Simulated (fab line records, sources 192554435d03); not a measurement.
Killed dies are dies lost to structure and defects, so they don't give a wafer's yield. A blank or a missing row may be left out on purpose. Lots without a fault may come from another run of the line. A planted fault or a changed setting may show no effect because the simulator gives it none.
One fault seen from 2 desks | flow n5_finfet | each desk has only its own numbers; what lay behind them comes last

THE METROLOGY DESK
What the gauges read, lot by lot, whatever tool the lot ran on: means of the sampled wafers that have a number. A lot is out of limits, marked OUT, if its mean lies more than 4 standard deviations from the usual mean; the brackets give that distance. Of its 14 readings 7 are shown: the one that was out of limits first, and those that lie furthest out on some lot.
Columns: A = thk_nm at N5_SD_EPI_P_EPI_MEAS_23, usual 61.0 nm; B = RS_SD_P at N5_SD_ACTIVATION_RS_MEAS_03, usual 55.9 ohm/sq; C = IOFF_N at N5_BEOL_M4_RC_MEAS_101, usual 0.155 nA/um; D = ION_N at N5_BEOL_M4_RC_MEAS_101, usual 672 uA/um; E = ION_P at N5_BEOL_M4_RC_MEAS_101, usual 462 uA/um; F = RS_SD_P at N5_BEOL_M4_RC_MEAS_101, usual 65.8 ohm/sq; G = VT_N at N5_BEOL_M4_RC_MEAS_101, usual 249.9 mV
lot  | first seen here | A               | B               | C     | D   | E   | F               | G
L373 | day 5 11:56     | 60.9            | 55.8            | 0.139 | 667 | 461 | 66.1            | 250.9
L375 | day 5 23:02     | 60.3            | 56.1            | 0.152 | 675 | 465 | 66.1            | 249.3
L376 | day 6 05:53     | 60.1            | 56.0            | 0.156 | 664 | 451 | 65.8            | 251.6
L382 | day 7 15:16     | 63.7            | 53.3            | 0.168 | 688 | 473 | 61.7 (-4.2) OUT | 246.1
L383 | day 7 21:14     | 67.0 (+4.6) OUT | 50.4 (-6.2) OUT | 0.160 | 675 | 465 | 59.1 (-6.9) OUT | 249.6
L384 | day 8 02:53     | 61.4            | 55.1            | 0.157 | 675 | 466 | 65.9            | 249.4
L385 | day 8 09:56     | 60.5            | 56.8            | 0.183 | 684 | 472 | 66.8            | 246.4
L386 | day 8 16:51     | 61.8            | 56.6            | 0.158 | 669 | 469 | 66.0            | 249.5
This desk's finding: out of limits on L382, L383; first on L383, day 7 21:14 (thk_nm at N5_SD_EPI_P_EPI_MEAS_23). In limits: L373, L375, L376, L384, L385, L386.

THE TOOL OWNER'S DESK: epi_rpcvd-04
The tool's own readings at N5_SD_EPI_P_EPI_21 (deposits SiGe:B, time 355 s): means of the sampled wafers that have a number, for each lot that ran on this tool. A lot is out of limits, marked OUT, if its mean lies more than 4 standard deviations from the usual mean; the brackets give that distance.
Columns: A = susceptor_temp_C at N5_SD_EPI_P_EPI_21, usual 550.04 C
lot  | first seen here | A
L373 | day 5 09:01     | 549.64
L375 | day 5 21:55     | 550.24
L376 | day 6 03:42     | 549.78
L382 | day 7 13:04     | 550.31
L383 | day 7 19:02     | 549.99
This desk's finding: nothing out of limits on any of the 5 lots.

PUT TOGETHER
The metrology desk could have raised an alarm at day 7 21:14, on L382, L383.
The tool owner's desk saw nothing out of limits.
The tool owner's desk has L382, L383 on record, within its limits.
Of the lots named, all ran N5_SD_EPI_P_EPI_21 on epi_rpcvd-04.

WHAT THE SIMULATOR HAD PUT IN
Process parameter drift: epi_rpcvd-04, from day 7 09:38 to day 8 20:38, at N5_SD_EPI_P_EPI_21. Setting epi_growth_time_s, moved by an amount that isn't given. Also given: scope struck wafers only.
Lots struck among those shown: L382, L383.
Hours from the fault's start to each desk's first reading out of limits: the metrology desk, 12.
